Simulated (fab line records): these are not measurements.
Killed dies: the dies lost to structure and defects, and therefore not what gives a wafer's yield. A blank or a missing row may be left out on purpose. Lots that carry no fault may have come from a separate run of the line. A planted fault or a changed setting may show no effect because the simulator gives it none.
Matching of chambers | flow n5-finfet | rie-diel-04 running N5_BEOL_M10_ETCH_65: 4 sister chambers
The step etches SiARC in CF4, target depth 39 nm, time 65 s. 4 wafers are shown with their chamber, then 7 later ones without.

== WAFERS, EACH WITH ITS CHAMBER ==
wafer  | chamber | showerhead-plenum-p-Torr (Torr)
L074.4 | 3       | 2.18
L078.2 | 1       | 2.09
L082.1 | 2       | 2.06
L082.3 | 0       | 2.16

== WAFERS MISSING THEIR CHAMBER ==
wafer  | showerhead-plenum-p-Torr (Torr)
L082.4 | 2.09
L089.3 | 2.08
L089.4 | 2.17
L089.6 | 2.15
L093.1 | 2.06
L093.3 | 2.17
L093.4 | 2.15

== CHAMBER TAKEN BY EACH ==
wafer  | from the rows above     | in truth
L082.4 | 1                       | 1
L089.3 | can't be placed: 1 or 2 | 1
L089.4 | can't be placed: 0 or 3 | 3
L089.6 | 0                       | 0
L093.1 | 2                       | 2
L093.3 | can't be placed: 0 or 3 | 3
L093.4 | 0                       | 0
Correct placement for 4 of the 7. Cannot be placed on the basis of these rows: 3; the candidates contain the true chamber in 3. Placed wrongly: 0.
How it was worked out, from the rows above alone: a wafer's distance from a chamber is the root of the sum, over the readings, of the square of ((its reading less the chamber's mean) divided by the reading's scatter). If the next closest chamber is less than 2 further off than the closest, the wafer can't be placed; otherwise it belongs to the closest. Each chamber's mean is taken over the wafers shown for it. The scatter: with one shown wafer a chamber, the root of the mean of the squares of how far each hidden wafer lies from its nearest shown one.
